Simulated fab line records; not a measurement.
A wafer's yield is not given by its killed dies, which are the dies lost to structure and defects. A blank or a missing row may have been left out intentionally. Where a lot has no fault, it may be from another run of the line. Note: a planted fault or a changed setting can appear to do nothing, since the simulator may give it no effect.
fab line records ; flow nandHarc
[record] lots = 6; wafers = 18; lastDay = 24
route steps=1159 shown A_WL_FILL@813 END@1159
lots untouched by any fault: they come from a run of this same line in which no faults occurred
startH: start of the lot's first displayed wafer, in hours after the record's first day ; waitH: hours elapsed since this lot's preceding step ; " same as the row above ; L1.1+2: several wafers, shown together as one row ; - no value, or no start given ; * or withheld: withheld ; < > ~ a bound
route shown NAME@n: names a module that has steps shown in the file, with the first one's number in the route ; usual: average and standard deviation across the fault-free wafers ; same: alike in all rows ; chamber/n: place in a boat ; sites: each site's reading ; _std_site: how widely they spread, as a standard deviation ; _edge_site: inner sites' mean taken away from outer sites' mean ; radiusMm: for every site, how far away it sits from the centre of the wafer ; mask NAME#n: copy n ; behind: tool/chamber where the wafer was last shaped ; hold: reason for holding the lot/hours on hold/outcome of the hold ; device: names the non-switching transistor (n, p or np) ; end of line: tests run on the same wafers once the route is complete ; step lacking rows: just its recipe ; killed: count of dies lost to structure and defects at first sort (not the wafer's yield) ; map: a wafer's dies, marking killed ones x, the rest . and places with no die _
set.NAME: the setting as run; set.NAME@STEP: as run at that earlier step ; model.NAME: the simulator's own value behind a step, which no gauge read
lots at some steps of the route; a table a step, a row a wafer
services: from which hour (startH, from the record's first day; less than 0 if before it) a tool's chamber was out of use, for how many hours, and why
[[steps]]
[step NHARC_A_WL_FILL_CVD_03]
[recipe] targetThkA = 400; tempC = 300; pressureTorr = 40; wf6FlowSccm = 40; h2FlowSccm = 1600; arFlowSccm = 1560; timeS = 3302; material = W
[usual] chamberPressureTorr = 40.01/0.091; heaterPowerOuterW = 254/31; heaterPowerW = 459/69; throttleValvePct = 7.9/0.39
lot.wafer;tool;chamber;startH;waitH;chamberPressureTorr;heaterPowerOuterW;heaterPowerW;throttleValvePct
L509.2;cvdW-01;0;325.85;0.1;40.04;304;562;8.2
L509.1;cvdW-01;1;325.85;0.1;39.95;247;449;7.7
L509.3;cvdW-01;1;325.85;0.1;39.96;248;452;7.4
L511.2;cvdW-02;0;354.61;8.1;40.03;216;401;8.3
L511.1;cvdW-02;1;354.61;8.1;40.07;251;457;7.5
L511.4;cvdW-02;0;354.61;8.1;39.96;225;389;8.5
L519.3;cvdW-01;1;409.68;18.3;40.03;243;438;7.7
L519.5;cvdW-01;1;409.68;18.3;40.09;253;454;7.5
L519.6;cvdW-01;0;409.68;18.3;39.81;303;584;8.2
L523.2;cvdW-02;1;425.26;3.1;40.01;253;438;7.5
L523.4;cvdW-02;1;425.26;3.1;40.07;257;448;7.7
L523.5;cvdW-02;1;425.26;3.1;40.14;250;449;7.4
L531.3;cvdW-02;0;458.85;1.0;39.97;217;384;8.1
L531.4;cvdW-02;1;458.85;1.0;40.06;257;438;7.8
L531.5;cvdW-02;0;458.85;1.0;40.18;220;390;8.3
L532.3;cvdW-02;0;482.16;4.2;39.96;217;391;8.3
L532.6;cvdW-02;1;482.16;4.2;40.05;260;448;7.6
L532.5;cvdW-02;0;482.16;4.2;40.01;221;381;8.2
[step NHARC_A_WL_FILL_ETCHBACK_04]
[recipe] targetDepthA = 600; timeS = 120; chemistry = NF3
[step NHARC_A_WL_FILL_ETCHBACK_05]
[recipe] targetDepthA = 220; timeS = 60; tempC = 40; chemistry = Cl2/BCl3
[usual] drypumpMotorCurrentA = 5.7/0.35; oesProductAu = 1.001/0.008; runLengthS = 81.4/0.38
lot.wafer;tool;chamber;startH;waitH;drypumpMotorCurrentA;oesProductAu;rfHoursCounterH;runLengthS
L509.1;rieMetal-03;0;329.40;0.2;5.9;1.009;1.2;81.3
L509.2;rieMetal-03;1;329.40;0.2;5.5;0.996;1.2;81.5
L509.3;rieMetal-03;0;329.40;0.2;5.9;1.008;-;81.2
L511.2;rieMetal-02;1;358.18;0.2;5.6;0.994;4.5;81.5
L511.1;rieMetal-02;0;358.18;0.2;5.0;1.005;4.5;82.0
L511.4;rieMetal-02;0;358.18;0.2;5.0;1.007;-;82.3
L519.3;rieMetal-03;0;412.32;0.2;5.9;1.004;-;81.0
L519.6;rieMetal-03;0;412.32;0.2;5.9;1.002;-;81.2
L519.5;rieMetal-03;1;412.32;0.2;5.5;0.995;-;81.5
L523.2;rieMetal-03;1;428.84;0.2;5.5;0.997;3.7;81.5
L523.4;rieMetal-03;0;428.84;0.2;5.9;1.000;-;81.0
L523.5;rieMetal-03;0;428.84;0.2;5.9;1.003;-;81.0
L531.4;rieMetal-01;1;461.64;0.3;5.7;0.995;-;80.9
L531.3;rieMetal-01;0;461.64;0.3;6.1;1.005;-;80.8
L531.5;rieMetal-01;1;461.64;0.3;5.7;1.001;-;81.1
L532.3;rieMetal-03;1;484.33;0.1;5.5;0.989;-;81.8
L532.5;rieMetal-03;0;484.33;0.1;5.9;0.978;-;81.1
L532.6;rieMetal-03;1;484.33;0.1;5.5;1.001;-;81.8
[step NHARC_A_WL_FILL_STRIP_27]
[recipe] powerW = 1500; tempC = 250; timeS = 20; chemistry = N2/H2
[usual] drypumpMotorCurrentA = 5.5/0.46; heaterPowerW = 319/52
lot.wafer;tool;chamber;startH;waitH;drypumpMotorCurrentA;heaterPowerW;rfHoursCounterH
L509.1;plasmaAsher-01;1;329.54;0.1;4.9;268;16
L509.2;plasmaAsher-01;0;329.54;0.1;5.9;383;16
L509.3;plasmaAsher-01;0;329.54;0.1;5.9;376;-
L511.1;plasmaAsher-01;1;358.32;0.1;5.0;263;25
L511.2;plasmaAsher-01;0;358.32;0.1;5.9;370;25
L511.4;plasmaAsher-01;1;358.32;0.1;5.0;266;-
L519.3;plasmaAsher-02;0;412.50;0.2;5.9;304;-
L519.5;plasmaAsher-02;1;412.50;0.2;5.6;334;-
L519.6;plasmaAsher-02;0;412.50;0.2;5.9;302;-
L523.2;plasmaAsher-01;0;429.05;0.2;5.9;378;51
L523.4;plasmaAsher-01;0;429.05;0.2;5.9;379;-
L523.5;plasmaAsher-01;1;429.05;0.2;4.9;261;-
L531.3;plasmaAsher-01;0;462.89;1.2;5.9;383;-
L531.4;plasmaAsher-01;1;462.89;1.2;4.9;260;-
L531.5;plasmaAsher-01;1;462.89;1.2;4.9;255;-
L532.3;plasmaAsher-01;1;484.48;0.1;4.9;256;-
L532.6;plasmaAsher-01;1;484.48;0.1;4.9;254;-
L532.5;plasmaAsher-01;0;484.48;0.1;5.9;382;-
[step NHARC_A_WL_FILL_STRIP_28]
[recipe] timeS = 1200; tempC = 72.5; chemistry = postEtchResidueRemover
[step NHARC_A_WL_FILL_PRECLEAN_06]
[recipe] timeS = 300; chemistry = DIW
[step NHARC_A_WL_FILL_SRD_07]
[step NHARC_A_WL_FILL_ANNEAL_08]
[recipe] tempC = 450; timeS = 1800
[step NHARC_A_WL_FILL_ALD_10]
[recipe] targetThkA = 500; pulseTimeS = 10; aldCycles = 500; tempC = 300; material = SiO2
[step NHARC_A_WL_FILL_ETCHBACK_16]
[recipe] targetDepthA = 880; timeS = 17.6; c4f8FlowSccm = withheld; o2FlowSccm = 8; arFlowSccm = withheld; rfW = 600; biasW = 800; chemistry = C4F8/O2/Ar
[usual] biasW = 799.9/2.4; oesProductAu = 0.987/0.027; rfFwdPowerW = 589.1/2.8; rfVppV = 723/3.9; runLengthS = 38.8/0.51
lot.wafer;tool;chamber;startH;waitH;biasW;oesProductAu;rfFwdPowerW;rfHoursCounterH;rfVppV;runLengthS
L509.3;rieDiel-13;1;-;-;801.2;0.983;584.7;2.6;727;39.0
L509.1;rieDiel-13;2;-;-;800.1;0.980;588.4;2.4;727;39.0
L509.2;rieDiel-13;3;-;-;798.4;0.999;588.1;2.4;721;39.2
L511.4;rieDiel-13;1;-;-;802.6;0.992;587.4;4.6;725;38.9
L511.2;rieDiel-13;3;-;-;798.7;1.004;589.2;4.0;721;39.1
L511.1;rieDiel-13;0;-;-;803.5;0.985;592.9;4.1;727;38.1
L519.3;rieDiel-03;1;-;-;797.8;0.981;587.3;0.8;726;39.0
L519.6;rieDiel-03;3;-;-;799.7;0.988;583.2;-;728;38.7
L519.5;rieDiel-03;0;-;-;798.0;0.986;590.7;-;717;38.9
L523.2;rieDiel-13;3;-;-;799.0;1.009;587.2;8.0;722;39.2
L523.4;rieDiel-13;1;-;-;798.6;1.003;588.8;9.2;725;39.0
L523.5;rieDiel-13;3;-;-;798.9;1.006;588.0;-;721;39.2
L531.4;rieDiel-09;1;-;-;795.9;1.018;588.7;0.9;716;39.0
L531.3;rieDiel-09;3;-;-;797.9;0.986;587.5;0.6;717;38.1
L531.5;rieDiel-09;2;-;-;804.3;1.005;586.8;-;720;39.6
L532.3;rieDiel-03;2;-;-;799.9;1.008;593.6;4.2;721;39.2
L532.6;rieDiel-03;2;-;-;801.8;1.000;591.8;-;720;39.0
L532.5;rieDiel-03;3;-;-;801.6;0.999;586.6;-;727;38.6
[step NHARC_A_WL_FILL_STRIP_29]
[recipe] timeS = 20; o2FlowSccm = 500; arFlowSccm = 0; biasW = 0; chemistry = O2
[usual] drypumpMotorCurrentA = 5.6/0.41; oesProductAu = 1.000/0.01; rfVppV = 57.8/0.96; showerheadPlenumPTorr = 3.53/0.13; throttleValvePct = 17.037/0.0097
[same] biasW = 0
lot.wafer;tool;chamber;startH;waitH;drypumpMotorCurrentA;oesProductAu;rfHoursCounterH;rfVppV;showerheadPlenumPTorr;throttleValvePct
L509.3;rieDiel-13;0;337.77;0.1;4.9;1.006;2.6;57.5;3.70;17.059
L509.1;rieDiel-13;1;337.77;0.1;5.8;1.004;2.6;58.4;3.61;17.044
L509.2;rieDiel-13;2;337.77;0.1;5.4;0.989;2.4;57.4;3.65;17.031
L511.2;rieDiel-13;0;367.47;0.1;4.9;0.991;4.1;59.4;3.69;17.031
L511.1;rieDiel-13;1;367.47;0.1;5.8;0.990;4.7;56.7;3.61;17.043
L511.4;rieDiel-13;3;367.47;0.1;5.9;1.013;4.0;58.6;3.48;17.033
L519.3;rieDiel-03;0;422.58;0.1;5.7;0.996;0.8;56.8;3.34;17.039
L519.5;rieDiel-03;0;422.58;0.1;5.7;0.987;-;55.7;3.34;17.038
L519.6;rieDiel-03;1;422.58;0.1;5.1;0.981;-;58.7;3.62;17.032
L523.2;rieDiel-13;3;439.12;0.1;5.9;1.017;8.0;57.6;3.48;17.049
L523.4;rieDiel-13;0;439.12;0.1;4.9;1.001;8.7;56.5;3.69;17.029
L523.5;rieDiel-13;2;439.12;0.1;5.5;0.976;-;57.8;3.65;17.048
L531.3;rieDiel-09;0;473.95;0.1;5.9;1.011;0.9;58.0;3.45;17.039
L531.4;rieDiel-09;1;473.95;0.1;5.1;1.014;0.9;56.4;3.32;17.025
L531.5;rieDiel-09;3;473.95;0.1;4.9;0.998;-;57.3;3.36;17.030
L532.3;rieDiel-03;1;492.03;0.1;5.1;0.998;4.0;57.6;3.62;17.028
L532.6;rieDiel-03;1;492.03;0.1;5.1;0.995;-;56.8;3.62;17.024
L532.5;rieDiel-03;2;492.03;0.1;6.1;1.005;-;56.4;3.42;17.049
[step NHARC_A_WL_FILL_ETCHBACK_17]
[recipe] targetDepthA = 40; timeS = 26.7; chemistry = Cl2/BCl3
[usual] drypumpMotorCurrentA = 5.6/0.37; oesProductAu = 1.001/0.0091; runLengthS = 48.1/0.39
lot.wafer;tool;chamber;startH;waitH;drypumpMotorCurrentA;oesProductAu;rfHoursCounterH;runLengthS
L509.2;rieMetal-02;1;337.85;-;5.6;0.994;4.0;48.7
L509.1;rieMetal-02;0;337.85;-;5.0;0.994;4.0;48.6
L509.3;rieMetal-02;1;337.85;-;5.6;0.999;-;47.9
L511.1;rieMetal-01;0;367.56;-;6.1;1.006;0.9;47.6
L511.2;rieMetal-01;1;367.56;-;5.7;0.999;0.9;47.9
L511.4;rieMetal-01;0;367.56;-;6.1;1.011;-;47.9
L519.3;rieMetal-02;0;422.71;-;5.0;1.009;-;38.8
L519.6;rieMetal-02;0;422.71;-;5.0;1.023;-;38.7
L519.5;rieMetal-02;1;422.71;-;5.6;0.998;-;38.2
L523.2;rieMetal-02;1;439.20;-;5.6;0.987;1.2;38.4
L523.4;rieMetal-02;0;439.20;-;5.0;1.005;-;38.4
L523.5;rieMetal-02;1;439.20;-;5.6;0.985;-;38.1
L531.4;rieMetal-03;1;474.07;-;5.5;1.004;-;48.4
L531.3;rieMetal-03;0;474.07;-;5.9;0.993;-;48.2
L531.5;rieMetal-03;0;474.07;-;5.9;0.978;-;48.3
L532.3;rieMetal-03;0;492.16;-;5.9;0.977;-;47.8
L532.5;rieMetal-03;0;492.16;-;5.9;0.979;-;47.7
L532.6;rieMetal-03;1;492.16;-;5.5;1.000;-;48.2
[step NHARC_A_WL_FILL_PRECLEAN_18]
[recipe] timeS = 30; chemistry = dHF
[step NHARC_END_SORT_01]
[recipe] tempC = 25
[usual] killedAtArray = 28/10; killedAtOther = 0.5/0.82; killedAtPeriphery = 3.4/2.2; killedDies = 31/10; killedOpen = 3.4/1.9; killedShort = 1.9/1.3
[same] grossDies = 677
lot.wafer;tool;chamber;startH;waitH;killedAtArray;killedAtOther;killedAtPeriphery;killedDies;killedOpen;killedShort
L532.3;prober-01;0;578.58;3.1;23;0;0;23;3;2
L532.5;prober-01;0;580.19;3.7;30;0;3;33;2;3
L532.6;prober-01;0;580.99;4.0;50;0;5;55;4;3
// killed by level:class
L532.3 A_SLIT:chamberFilmFlake=8 A_CHANNEL_HOLE_D1:chamberFilmFlake=6 A_CONTACT:geometricParticle:open=2 A_CONTACT:chamberFilmFlake=2 A_SGD_CUT:geometricParticle:short=1 A_M0:geometricParticle:short=1 A_M0:geometricParticle:open=1 A_STAIRCASE:chamberFilmFlake=1
L532.5 A_SLIT:chamberFilmFlake=11 A_CHANNEL_HOLE_D1:chamberFilmFlake=10 A_CONTACT:chamberFilmFlake=5 P_GATE:geometricParticle:open=1 P_M0:geometricParticle:short=1 A_SOURCE_PLATE:geometricParticle:short=1 A_CHANNEL_FILL_D1:geometricParticle:open=1 A_BLC:geometricParticle:short=1
L532.6 A_SLIT:chamberFilmFlake=20 A_CONTACT:chamberFilmFlake=12 A_CHANNEL_HOLE_D1:chamberFilmFlake=8 P_GATE:chamberFilmFlake=3 A_WL_FILL:chamberFilmFlake=3 A_STAIRCASE:chamberFilmFlake=2 P_GATE:geometricParticle:open=1 P_M1:geometricParticle:open=1
[[services]]
tool;chamber;startH;hours;kind
rieDiel-13;0;309.50;-;clean
rieMetal-03;1;320.54;1.3;repair
rieMetal-01;-;332.11;9.0;pm
rieDiel-13;-;340.44;0.2;repair
plasmaAsher-02;-;360.52;9.0;pm
cvdW-01;0;364.75;28.1;repair
cvdW-02;0;367.51;11.3;repair
cvdW-02;-;387.15;13.0;pm
rieMetal-02;-;388.00;9.0;pm
rieDiel-03;-;392.12;0.7;repair
rieDiel-03;-;392.82;9.0;pm
plasmaAsher-02;-;397.14;4.5;repair
rieMetal-02;1;397.70;7.5;repair
cvdW-01;0;398.64;3.3;repair
rieDiel-13;2;411.58;2.5;repair
rieDiel-13;3;423.25;12.6;repair
rieDiel-09;-;431.57;9.0;pm
plasmaAsher-01;-;453.00;9.0;pm
rieDiel-13;-;453.00;9.0;pm
rieMetal-03;-;453.00;9.0;pm
plasmaAsher-02;-;460.93;4.5;repair
rieDiel-09;3;461.64;7.1;repair
rieDiel-09;0;476.10;3.3;repair
cvdW-01;-;478.24;13.0;pm
[[key]]
[firstSign] step = NHARC_A_WL_FILL_ETCHBACK_17; reading = runLengthS; direction = down; sigmas = 25; usual = *; struck = *
effect none on later readings
metAt NHARC_A_WL_FILL_ETCHBACK_17
struckWafers L519.3,L519.5,L519.6,L523.2,L523.4,L523.5
testerLeftOut L519,L523
onsetBetween 337.85 422.71
[fault] kind = processParameterDrift; tool = rieMetal-02; chamber = -; onsetH = 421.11; steps = NHARC_A_WL_FILL_ETCHBACK_17; channel = timeS; offset = *; shape = step; endH = 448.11; actsIn = *; stated = *
// testerLeftOut: of these lots the tester's yield and bins aren't shown, on N5 and GAA mostly nor the transistor test; their killed dies are dies lost to structure and defects alone, not to doping, threshold or leakage, so they don't give the yield
